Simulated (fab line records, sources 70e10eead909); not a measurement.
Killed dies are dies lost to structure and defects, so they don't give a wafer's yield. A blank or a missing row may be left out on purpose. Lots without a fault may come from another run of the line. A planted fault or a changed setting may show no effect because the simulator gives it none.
A struck lot beside a sound one | flow nand_harc | 13 steps out of a route of 1159
Sound: wafers L629.2, L629.5, L629.6. Struck: wafers L635.2, L635.3, L635.6. The cause comes at the end.
At each step with rows: each side's tool, then ch and its chambers, then its first start. Under that, the readings that differ: sound wafers | struck wafers | difference of the means | sigmas: that difference in standard deviations of wafers without a fault.
alike: readings whose means differ by less than 2 such deviations, and words and numbers that are the same on both sides. not compared: withheld readings, readings that some wafer has no value for, bounds like >300 that may hide the same value, and numbers for which the record gives no deviation and whose values overlap.
The two part at a step that has a row with sigmas, a row that says differs or no value, or rows on one side only. Numbers that don't overlap but have no deviation are shown without sigmas and don't part them. A reading that every wafer of one side lacks parts them only if that side has two wafers or more.

NHARC_P_M0_CMP_23: polishes, t overpolish 20 s, target thk 117.53 nm.
  sound on cmp-01 ch 2,3, day 6 16:28; struck on cmp-04 ch 1,2, day 8 10:20
  alike: motor_current_A, time_to_endpoint_s
NHARC_P_M0_THK_MEAS_24: measures by xrf.
  sound on film_metro-02, day 6 16:47; struck on film_metro-02, day 8 10:39
  alike: thk_nm
then, 1 step without rows for these wafers: NHARC_P_M0_SRD_25.
NHARC_P_M0_INSPECT_27:
  sound on defect_inspect-01, day 6 16:56; struck on defect_inspect-02, day 8 10:48
  alike: raw_defect_count
NHARC_P_M0_PRE_CLEAN_31: time 12 s.
  sound on pecvd-01 ch 1,2, day 6 17:02; struck on pecvd-04 ch 1,2, day 8 10:53
  alike: heater_power_w
NHARC_P_M0_DEP_32: deposits SiCN, target thk 30 nm.
  sound on pecvd-01 ch 1,2, day 6 17:10; struck on pecvd-04 ch 1,2, day 8 10:59
  alike: heater_power_w
then, 5 steps without rows for these wafers: NHARC_P_M1_DEP_00 (deposits SiOC, target thk 182.5 nm); NHARC_P_M1_DEHYDRATE_01 (time 120 s); NHARC_P_M1_HMDS_02 (time 30 s); NHARC_P_M1_COAT_34 (time 65 s); NHARC_P_M1_COAT_03 (resist thk 90 nm).
NHARC_P_M1_SOFTBAKE_04: time 55 s.
  sound on litho_track-01 ch 0, day 6 17:00; struck on litho_track-01 ch 0, day 8 11:00
  reading                  | sound                | struck               | difference | sigmas
  heater_power_total_W (W) | 188.41 188.56 188.41 | 180.18 179.77 180.01 | -8.47      | -56
then, 1 step without rows for these wafers: NHARC_P_M1_EBR_05.

WHERE THEY PART
Only at NHARC_P_M1_SOFTBAKE_04, within this record.

WHY: what the simulator had put in
Process parameter drift: litho_track-01, from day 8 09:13 on, at NHARC_P_M1_SOFTBAKE_04. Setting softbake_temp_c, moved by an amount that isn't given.
